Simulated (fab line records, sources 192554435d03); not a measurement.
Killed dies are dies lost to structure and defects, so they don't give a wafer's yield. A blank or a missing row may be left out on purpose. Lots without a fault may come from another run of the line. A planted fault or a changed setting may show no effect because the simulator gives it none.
Chamber matching | flow n5_finfet | N5_GATE_CUT_ETCH_28 on rie_diel-06: 4 sister chambers
The step etches underlayer in N2/H2, target depth 13 nm, time 10.4 s. 16 wafers are shown with their chamber, then 8 later ones without.

WAFERS WITH THEIR CHAMBER
wafer  | chamber | drypump_motor_current_A (A) | showerhead_plenum_p_Torr (Torr) | throttle_valve_pct (%)
L075.3 | 3       | 4.9                         | 2.40                            | 18.13
L075.4 | 0       | 5.3                         | 2.67                            | 17.89
L075.6 | 3       | 4.9                         | 2.40                            | 18.13
L081.2 | 0       | 5.3                         | 2.66                            | 17.90
L081.5 | 2       | 5.0                         | 2.58                            | 17.69
L081.6 | 1       | 6.0                         | 2.64                            | 18.21
L082.1 | 2       | 5.0                         | 2.58                            | 17.69
L082.3 | 0       | 5.3                         | 2.66                            | 17.90
L082.4 | 1       | 6.0                         | 2.64                            | 18.22
L083.1 | 1       | 6.0                         | 2.64                            | 18.22
L083.2 | 0       | 5.4                         | 2.66                            | 17.91
L083.4 | 1       | 6.0                         | 2.64                            | 18.24
L088.1 | 0       | 5.3                         | 2.66                            | 17.92
L088.5 | 1       | 6.0                         | 2.63                            | 18.25
L088.6 | 0       | 5.3                         | 2.66                            | 17.93
L094.2 | 3       | 4.9                         | 2.39                            | 18.18

SIGNATURES (means of the wafers above)
reading                  | chamber 0 | chamber 1 | chamber 2 | chamber 3 | scatter within a chamber
drypump_motor_current_A  | 5.317     | 6.000     | 5.000     | 4.900     | 0.0264
showerhead_plenum_p_Torr | 2.6617    | 2.6380    | 2.5800    | 2.3967    | 0.00438
throttle_valve_pct       | 17.9083   | 18.2280   | 17.6900   | 18.1467   | 0.0179
Rule: a wafer's distance from a chamber is the root of the sum, over the readings, of the square of ((its reading less the chamber's mean) divided by the reading's scatter). The wafer belongs to the nearest chamber; if the next one is less than 2 further off, it can't be placed. The scatter: the root of (the sum of the squares of (reading less its chamber's mean) over the shown wafers, divided by (wafers less chambers)).

WAFERS WITHOUT THEIR CHAMBER
wafer  | drypump_motor_current_A (A) | showerhead_plenum_p_Torr (Torr) | throttle_valve_pct (%)
L094.3 | 5.3                         | 2.66                            | 17.94
L094.5 | 4.9                         | 2.39                            | 18.19
L095.4 | 5.4                         | 2.66                            | 17.93
L095.5 | 6.0                         | 2.63                            | 18.26
L095.6 | 5.3                         | 2.65                            | 17.95
L097.1 | 6.0                         | 2.63                            | 18.25
L097.4 | 5.3                         | 2.65                            | 17.94
L097.5 | 5.0                         | 2.57                            | 17.74

WHICH CHAMBER EACH WENT THROUGH
wafer  | from the rows above | in truth
L094.3 | 0                   | 0
L094.5 | 3                   | 3
L095.4 | 0                   | 0
L095.5 | 1                   | 1
L095.6 | 0                   | 0
L097.1 | 1                   | 1
L097.4 | 0                   | 0
L097.5 | 2                   | 2
Placed correctly: 8 of 8. Can't be placed from these rows: 0. Placed wrongly: 0.
